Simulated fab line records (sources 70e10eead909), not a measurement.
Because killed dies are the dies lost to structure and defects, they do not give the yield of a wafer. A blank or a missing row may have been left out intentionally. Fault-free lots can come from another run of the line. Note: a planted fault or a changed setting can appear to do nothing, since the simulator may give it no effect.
A struck lot beside a sound one -- flow nand-harc -- 15 steps out of a route of 1159
Sound: these wafers, L358.1, L358.5, L358.6. Wafers struck: L363.1, L363.5, L363.6. The cause is named last.
Per side, at each step with rows, come the tool, then ch with its chambers, and then its first start. Under that, the readings that differ: sound wafers -- struck wafers -- difference of the means -- sigmas: that difference in standard deviations of wafers without a fault.
alike: readings with means less than 2 such deviations apart, plus words and numbers identical on both sides. not compared: withheld readings, readings lacking a value on some wafer, bounds such as >300 that could conceal the same value, and numbers that have no deviation in the record and whose values overlap.
The two part at a step that has a row with sigmas, a row that says differs or no value, or rows on one side only. Numbers that don't overlap but have no deviation are shown without sigmas and don't part them. Lack of a reading on every wafer of one side parts them only where that side has two or more wafers.

first, 5 steps without rows for these wafers: NHARC_A_CONTACT_SOFTBAKE_03 (time 55 s); NHARC_A_CONTACT_EBR_04; NHARC_A_CONTACT_EXPOSE_05 (exposes mask A CC); NHARC_A_CONTACT_PEB_06 (peb time 65 s); NHARC_A_CONTACT_DEVELOP_07 (develop time 35 s).
NHARC_A_CONTACT_CD_MEAS_08: the cd target is 100 nm.
  sound on cd-sem-01 ch 0, day 17 06:35; struck on cd-sem-03 ch 0, day 19 08:12
  alike: cd-nm
NHARC_A_CONTACT_OVL_MEAS_09:
  struck on overlay-02, day 19 08:17; sound on overlay-02, day 17 06:41
  alike: overlay-x-nm, overlay-y-nm
NHARC_A_CONTACT_INSPECT_10:
  struck on defect-inspect-01, day 19 08:19; sound on defect-inspect-02, day 17 06:43
  alike: raw-defect-count
NHARC_A_CONTACT_DESCUM_13: chemistry O2, time 3 s.
  sound on rie-diel-08 ch 1,2,3, day 17 06:48; struck on rie-diel-05 ch 0,1,3, day 19 08:24
  alike: drypump-motor-current-A, oes-product-au, rf-vpp-V, showerhead-plenum-p-Torr, throttle-valve-pct
  not compared: rf-hours-counter-h
NHARC_A_CONTACT_ETCH_88: etches the open film in CF4, target depth 39 nm, time 65 s.
  sound on rie-diel-08 ch 0,3, day 17 06:52; struck on rie-diel-05 ch 2,3, day 19 08:28
  alike: bias-w, drypump-motor-current-A, oes-product-au, over-etch-frac, rf-vpp-V, showerhead-plenum-p-Torr, throttle-valve-pct
  not compared: rf-hours-counter-h
NHARC_A_CONTACT_ETCH_89: etches the open film in N2/H2, target depth 260 nm, time 475.3 s.
  sound on rie-diel-08 ch 0,2,3; struck on rie-diel-05 ch 0,1,3
  alike: bias-w, drypump-motor-current-A, n2-flow-sccm, oes-product-au, over-etch-frac, rf-vpp-V, showerhead-plenum-p-Torr, throttle-valve-pct
  not compared: rf-hours-counter-h
NHARC_A_CONTACT_ETCH_30: etches the open film in CF4/CHF3, target depth 60.5 nm, time 30.2 s.
  sound on rie-diel-08 ch 0,1,2; struck on rie-diel-05 ch 1,2,3
  alike: bias-w, drypump-motor-current-A, oes-product-au, rf-vpp-V, showerhead-plenum-p-Torr, throttle-valve-pct
  not compared: rf-hours-counter-h
NHARC_A_CONTACT_ETCH_31: etches the open film in O2/COS, target depth 2000 nm, time 520 s.
  sound on rie-diel-08 ch 0,1, day 17 07:22; struck on rie-diel-05 ch 0,1,2, day 19 09:03
reading,sound,struck,difference,sigmas
over-etch-frac,0.3 0.3 0.3,0.48189 0.48189 0.48189,+0.18189,
  alike: bias-w, drypump-motor-current-A, oes-product-au, rf-vpp-V, showerhead-plenum-p-Torr, throttle-valve-pct
  not compared: rf-hours-counter-h
NHARC_A_CONTACT_ETCH_134: etches the open film in C4F8/O2/Ar, time 140 s, target depth 700 nm.
  sound on har-cap-etch-02 ch 0,1, day 17 07:46; struck on har-cap-etch-01 ch 0,1, day 19 09:24
  not compared: rf-hours-counter-h
NHARC_END_SORT_01:
  the record has rows for the sound wafers here (prober-02 ch 0, day 20 03:31) and none for the struck ones

## WHERE THEY PART
Within this record, at NHARC_END_SORT_01 only.

WHY: what had been put in by the simulator
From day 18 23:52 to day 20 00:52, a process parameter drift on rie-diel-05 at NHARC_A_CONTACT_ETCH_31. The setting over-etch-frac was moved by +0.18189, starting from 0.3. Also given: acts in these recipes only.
